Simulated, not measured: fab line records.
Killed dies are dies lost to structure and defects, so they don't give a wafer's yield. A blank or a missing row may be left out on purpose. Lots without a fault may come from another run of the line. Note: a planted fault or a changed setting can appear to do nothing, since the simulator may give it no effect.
A lot that was struck, set against a sound lot :: flow n5_finfet :: 42 steps out of a route of 1938
Sound: these wafers, L366.2, L366.4, L366.6. Struck: wafer L368.3. (L368.2, L368.6 of the same lot were not struck and are left out.) The cause comes at the end.
At each step with rows: each side's tool, then ch and its chambers, then its first start. Under that, the readings that differ: sound wafers :: struck wafers :: difference of the means :: sigmas: that difference in standard deviations of wafers without a fault.
alike: words and numbers the same on both sides, and readings whose means are apart by under 2 such deviations; not compared: readings that were withheld, readings missing a value for some wafer, numbers with overlapping values and no deviation given by the record, and bounds like >300 which may hide the same value.
A row with sigmas, a row that says differs or no value, or rows on one side alone: a step with any of these is where the two part. Non-overlapping numbers with no deviation appear without sigmas and do not part them. Lack of a reading on every wafer of one side parts them only where that side has two or more wafers.

first, 1 step without rows for these wafers: N5_BEOL_M0_CUTY_DEVELOP_56 (develop time 30 s).
N5_BEOL_M0_CUTY_CD_MEAS_57: target cd 200 nm.
  sound on cd_sem-01 ch 0, day 7 03:59; struck on cd_sem-01 ch 0, day 7 16:02
  alike: cd_nm
N5_BEOL_M0_CUTY_OVL_MEAS_58:
  sound on overlay-01 ch 0, day 7 04:01; struck on overlay-02 ch 0, day 7 16:04
  alike: M0_ABLK_OVL
N5_BEOL_M0_CUTY_INSPECT_59: inspects for defects (macro).
  sound on defect_inspect-01 at day 7 04:02; struck on defect_inspect-02 at day 7 16:06
  alike: raw_defect_count
then, 1 step without rows for these wafers: N5_BEOL_M0_CUTY_DESCUM_61 (chemistry O2, time 7.9 s).
N5_BEOL_M0_CUTY_ETCH_62: etches SiARC in CF4, time 58.5 s.
  sound on rie_diel-01 ch 0,1,2, day 7 04:31; struck on rie_diel-03 ch 2, day 7 16:21
  alike: chamber_pressure_mTorr, drypump_motor_current_A, etch_rf_on_time_s, oes_product_au, rf_vpp_V, showerhead_plenum_p_Torr, throttle_valve_pct
  not compared: rf_hours_counter_h
then, 3 steps without rows for these wafers: N5_BEOL_M0_CUTY_ETCH_63 (etches SOC in N2/H2, target depth 82.7 nm, overetch 16.5 nm, time 124 s); N5_BEOL_M0_CUTY_STRIP_64 (strips in N2/H2); N5_BEOL_M0_ETCH_138 (etches SiCN in CH3F/O2, target depth 12 nm, time 31.6 s).
N5_BEOL_M0_HM_OPEN_105: chemistry Cl2/BCl3, target TiN, target depth 12 nm.
  sound on rie_metal-01 ch 0,1, day 7 07:52; struck on rie_metal-03 ch 0, day 7 20:23
reading: drypump_motor_current_A (A)
sound: 6.2 6.1 6.2
struck: 5.5
difference: -0.7
sigmas: -2

reading: mfc_cl2_sccm (sccm)
sound: 53.34 53.14 52.89
struck: 53.50
difference: +0.38
sigmas: +2
  alike: chamber_pressure_mTorr, oes_product_au, throttle_valve_pct
  not compared: rf_hours_counter_h
then, 2 steps without rows for these wafers: N5_BEOL_M0_STRIP_140 (strips in CF4); N5_BEOL_M0_STRIP_104 (strips in N2/H2).
N5_BEOL_M0_WET_ETCH_106: etches SiO2 in DHF, target depth 130 nm, rinse time 30 s.
  sound on wet_bench-05 ch 0,1,3, day 7 08:11; struck on wet_bench-04 ch 4,5,6, day 7 20:39
N5_BEOL_M0_ETCH_128: etches SiCN in CF4/N2, target depth 12 nm, overetch 5.1 nm, time 21.4 s.
  sound on rie_diel-04 ch 0,1, day 7 08:14; struck on rie_diel-04 ch 2, day 7 20:47
reading: throttle_valve_pct (%)
sound: 15.07 15.33 15.08
struck: 15.85
difference: +0.69
sigmas: +3
  alike: chamber_pressure_mTorr, drypump_motor_current_A, oes_product_au, rf_vpp_V, showerhead_plenum_p_Torr
  not compared: rf_hours_counter_h
then, 2 steps without rows for these wafers: N5_BEOL_M0_TRENCH_ETCH_107 (etches SiOC in C4F6/O2, target depth 32.8 nm, time 16.4 s); N5_BEOL_M0_STRIP_142 (strips in N2/H2, time 10 s).
N5_BEOL_M0_OCD_MEAS_108:
  sound on ocd-01 at day 7 08:23; struck on ocd-02 at day 7 20:57
  alike: trench_depth_nm
then, 12 steps without rows for these wafers: N5_BEOL_M0_HM_STRIP_129 (strips TiN in peroxide tin strip, target depth 17 nm, time 108 s); N5_BEOL_M0_SRD_130 (time 30 s); N5_BEOL_M0_ETCH_109 (etches SiCN in CH3F/O2, target depth 8 nm, overetch 2.4 nm, time 27.4 s); N5_BEOL_M0_STRIP_139 (strips in post etch residue remover, time 60 s); N5_BEOL_M0_SRD_111 (time 30 s); N5_BEOL_M0_DEGAS_112 (time 60 s); N5_BEOL_M0_PRE_CLEAN_113 (time 30 s); N5_BEOL_M0_ALD_136 (deposits TaN, pulse time 2 s, purge time 3 s, co reactant purge time 2 s); N5_BEOL_M0_SURFACE_TREAT_137; N5_BEOL_M0_CVD_115 (deposits Co from CCTBA/H2, time 120 s); N5_BEOL_M0_SPUTTER_116 (material Cu, target thk 4 nm, time 7.37 s); N5_BEOL_M0_ANNEAL_117 (time 60 s).
N5_BEOL_M0_SPUTTER_132: material Cu, target thk 4 nm, time 7.37 s.
  sound on pvd_sputter-01 at day 7 09:54; struck on pvd_sputter-03 at day 7 23:50
reading: throttle_valve_pct (%)
sound: 29.6 32.1 29.8
struck: 28.4
difference: -2.1
sigmas: -2
  alike: chuck_sensor_temp_C
then, 7 steps without rows for these wafers: N5_BEOL_M0_ANNEAL_133 (time 60 s); N5_BEOL_M0_SPUTTER_134 (material Cu, target thk 4 nm, time 7.37 s); N5_BEOL_M0_ANNEAL_135 (time 60 s); N5_BEOL_M0_SPUTTER_141 (material Cu, target thk 4 nm, time 7.37 s); N5_BEOL_M0_ECD_118 (material Cu, target thk 300 nm); N5_BEOL_M0_ANNEAL_119 (time 90 s); N5_BEOL_M0_CMP_120 (polishes, stops on SiOC, t overpolish 6.9 s).
N5_BEOL_M0_PRE_CLEAN_131: time 15 s.
  sound on cvd_co-02 ch 1,2, day 7 11:13; struck on cvd_co-01 ch 2, day 8 00:54
  alike: heater_power_w
then, 3 steps without rows for these wafers: N5_BEOL_M0_CO_CAP_123 (material Co, precursor CCTBA/H2, target thk 2 nm, time 102.1 s); N5_BEOL_M0_PRE_CLEAN_124 (time 15 s); N5_BEOL_M0_DEP_125 (deposits SiCN from 3MS/NH3, target thk 8 nm, time 14 s).
-- a jump in the record: the struck wafers' starts before and after are 7 days apart (it breaks off in module BEOL_M0 and resumes in module PASSIVATION, where the first step shown is number 1936 of the route) --
N5_PASSIVATION_PROBE_49:
  the record has rows for the struck wafers here (prober-02, day 15 12:04) and none for the sound ones

WHERE THEY PART
Earliest at N5_BEOL_M0_HM_OPEN_105; latest, in this record, at N5_PASSIVATION_PROBE_49.

WHY: the cause the simulator had injected
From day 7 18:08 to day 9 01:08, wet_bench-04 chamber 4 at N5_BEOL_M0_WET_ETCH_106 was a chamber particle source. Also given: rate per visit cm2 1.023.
